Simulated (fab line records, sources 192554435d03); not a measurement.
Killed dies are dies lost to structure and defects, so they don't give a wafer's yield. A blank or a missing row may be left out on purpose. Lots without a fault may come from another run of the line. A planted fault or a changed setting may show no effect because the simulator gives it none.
fab line records | flow n5_finfet | part 2 of 2: steps 5 to 6 of 6
record lots=24 wafers=72 last_day=18
route steps=1938 shown BEOL_M12@1652 BEOL_M13@1674 BEOL_M14@1732
lots that met no fault: from a run of the same line without faults
start_h: hours from the record's first day to the start of the lot's first wafer shown | wait_h: hours since the lot's step before | " the same as in the row above | L1.1+2: a row that stands for several wafers | - no value, or no start given | * or withheld: withheld | < > ~ a bound
route shown NAME@n: a module of which the file shows steps, and the number in the route of the first | usual: mean/standard deviation of fault-free wafers | same: alike in all rows | chamber/n: place in a boat | sites: the reading at each site | _std_site: their standard deviation | _edge_site: outer sites' mean less inner sites' | radius_mm: how far each site lies from the wafer's centre | mask NAME#n: copy n | behind: the tool/chamber that last shaped the wafer | hold: why the lot was held/for how many hours/how that ended | device: the transistor (n, p or np) that didn't switch | end of line: the same wafers' tests at the end of the route | a step without rows: its recipe alone | killed: dies lost to structure and defects at the first sort, not the wafer's yield | map: a wafer's dies, x killed, . not, _ none there
set.NAME: the setting as run; set.NAME@STEP: as run at that earlier step | model.NAME: the simulator's own value behind a step, which no gauge read
steps of the route over a sample of lots; a table a step, a row a wafer
services: from which hour (start_h, from the record's first day; less than 0 if before it) a tool's chamber was out of use, for how many hours, and why
## steps
# step N5_BEOL_M14_STRIP_63
# recipe chemistry=O2 power_w=600 temp_c=60 pressure_mtorr=30 rf_frequency_hz=6e+07 bias_power_w=0 overash_fraction=0.3 o2_flow_sccm=225
# usual drypump_motor_current_A=5.7/0.47 oes_product_au=0.81/0.089 rf_vpp_V=3.7/0.86 showerhead_plenum_p_Torr=2.12/0.074 throttle_valve_pct=16.63/0.23
# columns lot.wafer tool chamber start_h wait_h drypump_motor_current_A oes_product_au rf_hours_counter_h rf_vpp_V showerhead_plenum_p_Torr throttle_valve_pct
L074.3 rie_diel-06 0 - - 5.8 0.67 248 5.6 2.07 17.14
L074.4 " 3 " " 5.7 0.86 59 5.4 2.21 16.48
L074.5 " 2 " " 5.1 0.70 - 2.4 2.00 17.10
L075.1 rie_diel-02 1 - - 6.6 0.78 110 3.5 2.21 16.49
L075.3 " 2 " " 5.9 0.70 225 2.7 2.17 16.70
L075.6 " 0 " " 6.3 0.72 - 5.3 2.08 16.57
L076.1 rie_diel-02 2 - - 5.9 0.70 225 4.1 2.17 16.75
L076.3 " 1 " " 6.6 0.78 110 4.1 2.21 16.47
L076.4 " 3 " " 5.8 0.95 10 5.1 2.06 16.37
L079.1 rie_diel-06 2 - - 5.1 0.68 223 2.3 2.00 17.15
L079.4 " 2 " " 5.1 0.69 - 4.4 2.00 17.12
L079.6 " 3 " " 5.7 0.83 - 3.1 2.20 16.52
L077.1 rie_diel-06 2 - - 5.1 0.68 225 4.2 2.00 17.13
L077.3 " 1 " " 5.9 0.89 38 3.5 2.21 16.80
L077.6 " 1 " " 5.9 0.89 - 4.6 2.21 16.78
L078.1 rie_diel-05 1 - - 5.2 0.79 111 2.8 2.11 16.95
L078.4 " 3 " " 4.8 0.66 233 3.9 2.15 16.75
L078.5 " 3 " " 4.9 0.66 - 3.4 2.15 16.74
L080.1 rie_diel-02 1 - - 6.6 0.78 116 4.0 2.21 16.49
L080.3 " 2 " " 5.9 0.69 230 2.9 2.17 16.75
L080.5 " 0 " " 6.4 0.70 - 3.0 2.08 16.56
L081.1 rie_diel-02 0 - - 6.4 0.70 215 3.2 2.08 16.61
L081.2 " 1 " " 6.6 0.76 120 5.2 2.20 16.49
L081.5 " 1 " " 6.6 0.78 - 4.0 2.20 16.51
L082.1 rie_diel-05 0 - - 5.9 0.85 68 5.0 2.03 16.32
L082.5 " 3 " " 4.9 0.68 - 2.9 2.14 16.79
L082.6 " 0 " " 5.9 0.85 - 3.5 2.03 16.32
L083.4 rie_diel-06 1 - - 5.9 0.87 51 3.4 2.21 16.82
L083.5 " 3 " " 5.7 0.81 - 4.9 2.20 16.56
L083.6 " 0 " " 5.8 0.91 - 4.1 2.07 16.71
L084.2 rie_diel-06 1 - - 5.9 0.89 55 3.6 2.21 16.82
L084.4 " 1 " " 5.9 0.87 - 3.9 2.21 16.82
L084.5 " 0 " " 5.8 0.90 - 4.0 2.06 16.74
L086.1 rie_diel-05 3 - - 4.8 0.65 247 2.8 2.14 16.77
L086.2 " 2 " " 5.5 0.83 62 3.6 2.22 16.56
L086.3 " 1 " " 5.2 0.77 125 5.1 2.11 16.96
L085.2 rie_diel-02 1 - - 6.6 0.76 132 2.6 2.20 16.55
L085.4 " 0 " " 6.3 0.69 228 2.6 2.07 16.60
L085.6 " 3 " " 5.7 0.89 - 4.8 2.05 16.39
L088.1 rie_diel-05 0 - - 5.9 0.84 76 1.4 2.03 16.33
L088.4 " 2 " " 5.6 0.84 - 3.9 2.22 16.54
L088.6 " 0 " " 5.9 0.84 - 3.7 2.03 16.34
L087.1 rie_diel-05 2 - - 5.6 0.81 67 4.3 2.22 16.56
L087.2 " 1 " " 5.2 0.76 131 4.1 2.10 16.99
L087.6 " 1 " " 5.2 0.76 - 1.5 2.10 16.98
L090.3 rie_diel-02 0 - - 6.3 0.69 236 2.5 2.07 16.61
L090.4 " 3 " " 5.8 0.88 - 2.4 2.05 16.40
L090.5 " 0 " " 6.4 0.68 - 2.9 2.07 16.64
L089.2 rie_diel-05 3 - - 4.8 1.02 2 3.5 2.14 16.37
L089.3 " 2 " " 5.5 0.81 75 4.0 2.21 16.59
L089.5 " 3 " " 4.8 1.01 - 3.2 2.14 16.38
L092.2 rie_diel-02 3 - - 5.8 0.86 46 3.9 2.04 16.42
L092.3 " 0 " " 6.3 0.69 241 4.2 2.07 16.66
L092.5 " 0 " " 6.4 0.69 - 2.8 2.07 16.64
L091.2 rie_diel-05 0 - - 5.9 0.82 87 4.4 2.03 16.39
L091.4 " 1 " " 5.2 0.75 141 4.5 2.10 17.03
L091.6 " 1 " " 5.2 0.75 - 3.3 2.10 17.04
L093.1 rie_diel-06 1 - - 5.9 0.83 76 3.1 2.20 16.87
L093.4 " 0 " " 5.8 0.85 - 5.5 2.06 16.75
L093.6 " 3 " " 5.7 0.79 - 3.2 2.19 16.59
L094.1 rie_diel-05 3 - - 4.8 0.99 9 2.8 2.14 16.39
L094.3 " 1 " " 5.2 0.75 145 3.8 2.10 17.02
L094.4 " 0 " " 5.9 0.82 91 4.4 2.03 16.36
L096.3 rie_diel-02 2 - - 5.9 0.96 10 3.9 2.15 16.34
L096.4 " 2 " " 5.9 0.95 - 3.5 2.15 16.34
L096.5 " 1 " " 6.6 0.74 - 4.3 2.19 16.55
L095.2 rie_diel-02 1 - - 6.6 0.73 157 3.8 2.19 16.56
L095.3 " 2 " " 5.9 0.97 10 4.3 2.15 16.33
L095.4 " 1 " " 6.6 0.75 - 4.1 2.19 16.59
L097.2 rie_diel-06 1 - - 5.9 0.81 87 4.4 2.20 16.91
L097.3 " 0 " " 5.8 0.83 50 3.9 2.05 16.76
L097.4 " 2 " " 5.1 0.97 6 3.0 2.25 16.70
# step N5_BEOL_M14_STRIP_64
# recipe chemistry=O2 power_w=600 temp_c=60 pressure_mtorr=30 rf_frequency_hz=6e+07 bias_power_w=0 overash_fraction=0.3 o2_flow_sccm=225
# usual drypump_motor_current_A=5.7/0.47 oes_product_au=0.81/0.089 rf_vpp_V=3.7/0.45 showerhead_plenum_p_Torr=2.12/0.074 throttle_valve_pct=16.63/0.23
# columns lot.wafer tool chamber start_h wait_h drypump_motor_current_A oes_product_au rf_hours_counter_h rf_vpp_V showerhead_plenum_p_Torr throttle_valve_pct
L074.3 rie_diel-06 0 - - 5.8 0.68 248 4.0 2.07 17.14
L074.4 " 3 " " 5.7 0.85 59 3.8 2.21 16.47
L074.5 " 2 " " 5.1 0.71 - 3.9 2.00 17.10
L075.1 rie_diel-02 1 - - 6.6 0.79 110 4.2 2.21 16.48
L075.3 " 2 " " 5.9 0.70 225 4.0 2.17 16.74
L075.6 " 0 " " 6.4 0.71 - 3.6 2.08 16.58
L076.1 rie_diel-02 2 - - 6.0 0.70 225 4.4 2.17 16.74
L076.3 " 1 " " 6.6 0.78 110 4.0 2.21 16.48
L076.4 " 3 " " 5.7 0.95 10 3.4 2.06 16.35
L079.1 rie_diel-06 2 - - 5.1 0.69 223 3.3 2.00 17.13
L079.4 " 2 " " 5.1 0.69 - 3.7 2.00 17.13
L079.6 " 3 " " 5.7 0.83 - 3.7 2.21 16.50
L077.1 rie_diel-06 2 - - 5.1 0.70 225 4.7 2.00 17.14
L077.3 " 1 " " 5.9 0.90 38 3.2 2.21 16.77
L077.6 " 1 " " 5.9 0.91 - 2.7 2.21 16.77
L078.1 rie_diel-05 1 - - 5.2 0.79 111 3.1 2.11 16.95
L078.4 " 3 " " 4.8 0.67 233 4.9 2.15 16.77
L078.5 " 3 " " 4.8 0.67 - 4.0 2.15 16.77
L080.1 rie_diel-02 1 - - 6.6 0.78 116 3.8 2.21 16.50
L080.3 " 2 " " 6.0 0.71 230 4.1 2.16 16.74
L080.5 " 0 " " 6.4 0.71 - 3.4 2.08 16.58
L081.1 rie_diel-02 0 - - 6.4 0.71 215 3.5 2.08 16.59
L081.2 " 1 " " 6.5 0.77 120 4.2 2.20 16.49
L081.5 " 1 " " 6.6 0.76 - 3.2 2.20 16.51
L082.1 rie_diel-05 0 - - 5.9 0.84 68 3.7 2.03 16.31
L082.5 " 3 " " 4.8 0.66 - 4.1 2.14 16.78
L082.6 " 0 " " 5.9 0.85 - 4.1 2.03 16.33
L083.4 rie_diel-06 1 - - 5.9 0.88 51 4.1 2.21 16.80
L083.5 " 3 " " 5.7 0.81 - 3.6 2.20 16.53
L083.6 " 0 " " 5.8 0.91 - 4.5 2.06 16.70
L084.2 rie_diel-06 1 - - 5.9 0.88 55 3.8 2.21 16.81
L084.4 " 1 " " 5.9 0.87 - 3.4 2.21 16.81
L084.5 " 0 " " 5.8 0.90 - 3.6 2.06 16.72
L086.1 rie_diel-05 3 - - 4.8 0.66 247 3.8 2.14 16.79
L086.2 " 2 " " 5.6 0.84 62 3.3 2.22 16.57
L086.3 " 1 " " 5.2 0.77 125 4.0 2.11 16.99
L085.2 rie_diel-02 1 - - 6.6 0.77 132 4.4 2.20 16.52
L085.4 " 0 " " 6.4 0.68 228 3.8 2.07 16.62
L085.6 " 3 " " 5.8 0.90 - 3.3 2.05 16.39
L088.1 rie_diel-05 0 - - 5.9 0.83 76 3.1 2.03 16.34
L088.4 " 2 " " 5.5 0.82 - 4.2 2.22 16.58
L088.6 " 0 " " 5.9 0.83 - 3.7 2.03 16.33
L087.1 rie_diel-05 2 - - 5.5 0.82 68 4.4 2.22 16.57
L087.2 " 1 " " 5.2 0.77 131 3.4 2.10 16.99
L087.6 " 1 " " 5.2 0.77 - 3.0 2.10 16.99
L090.3 rie_diel-02 0 - - 6.3 0.69 236 3.3 2.07 16.63
L090.4 " 3 " " 5.8 0.88 - 3.2 2.05 16.41
L090.5 " 0 " " 6.4 0.68 - 4.3 2.07 16.63
L089.2 rie_diel-05 3 - - 4.8 1.00 2 4.1 2.14 16.37
L089.3 " 2 " " 5.5 0.81 75 3.3 2.22 16.59
L089.5 " 3 " " 4.8 0.99 - 3.7 2.14 16.36
L092.2 rie_diel-02 3 - - 5.8 0.87 46 3.5 2.05 16.43
L092.3 " 0 " " 6.4 0.69 241 3.6 2.07 16.63
L092.5 " 0 " " 6.4 0.69 - 3.2 2.07 16.64
L091.2 rie_diel-05 0 - - 5.9 0.82 87 2.7 2.03 16.36
L091.4 " 1 " " 5.2 0.75 141 4.1 2.10 17.00
L091.6 " 1 " " 5.2 0.76 - 4.0 2.10 17.00
L093.1 rie_diel-06 1 - - 5.9 0.84 76 3.7 2.20 16.86
L093.4 " 0 " " 5.8 0.86 - 3.8 2.06 16.76
L093.6 " 3 " " 5.8 0.79 - 4.1 2.19 16.56
L094.1 rie_diel-05 3 - - 4.8 0.96 9 4.5 2.14 16.40
L094.3 " 1 " " 5.2 0.76 145 4.6 2.10 17.02
L094.4 " 0 " " 5.9 0.83 91 3.0 2.03 16.36
L096.3 rie_diel-02 2 - - 5.9 0.94 10 3.6 2.15 16.33
L096.4 " 2 " " 5.9 0.96 - 3.4 2.15 16.34
L096.5 " 1 " " 6.6 0.74 - 3.4 2.19 16.57
L095.2 rie_diel-02 1 - - 6.6 0.74 157 3.8 2.19 16.58
L095.3 " 2 " " 5.9 0.96 10 3.4 2.15 16.33
L095.4 " 1 " " 6.6 0.74 - 4.1 2.19 16.58
L097.2 rie_diel-06 1 - - 5.9 0.82 87 3.4 2.20 16.88
L097.3 " 0 " " 5.8 0.85 50 3.5 2.05 16.76
L097.4 " 2 " " 5.1 0.97 6 4.3 2.25 16.70
## services
# columns tool chamber start_h hours kind
rie_diel-04 - 211.67 2.8 pm
rie_diel-01 - 217.33 9.7 repair
rie_diel-04 - 217.33 2.1 repair
rie_diel-02 3 221.54 - clean
rie_diel-02 3 221.54 - consumable_replace:focus_ring
pecvd-03 - 228.69 2.8 pm
rie_diel-01 - 229.97 2.8 pm
pecvd-01 - 232.63 14.6 pm
rie_diel-04 1 239.23 6.4 repair
rtp_anneal-01 - 240.37 4.2 pm
pecvd-03 1 280.50 2.5 repair
rie_diel-01 3 284.47 7.4 repair
rie_diel-05 0 304.59 5.7 repair
rie_diel-06 3 310.47 18.0 repair
rie_diel-02 2 339.53 - clean
rie_diel-02 2 339.53 - consumable_replace:focus_ring
rie_diel-02 2 339.53 21.4 scheduled_down
rie_diel-02 2 339.53 21.4 vent_cycle
rie_diel-02 0 380.96 - clean
rie_diel-02 0 380.96 - consumable_replace:focus_ring
rie_diel-02 0 380.96 23.5 scheduled_down
rie_diel-02 0 380.96 23.5 vent_cycle
rie_diel-06 2 382.78 5.8 repair
rie_diel-05 0 383.06 16.6 repair
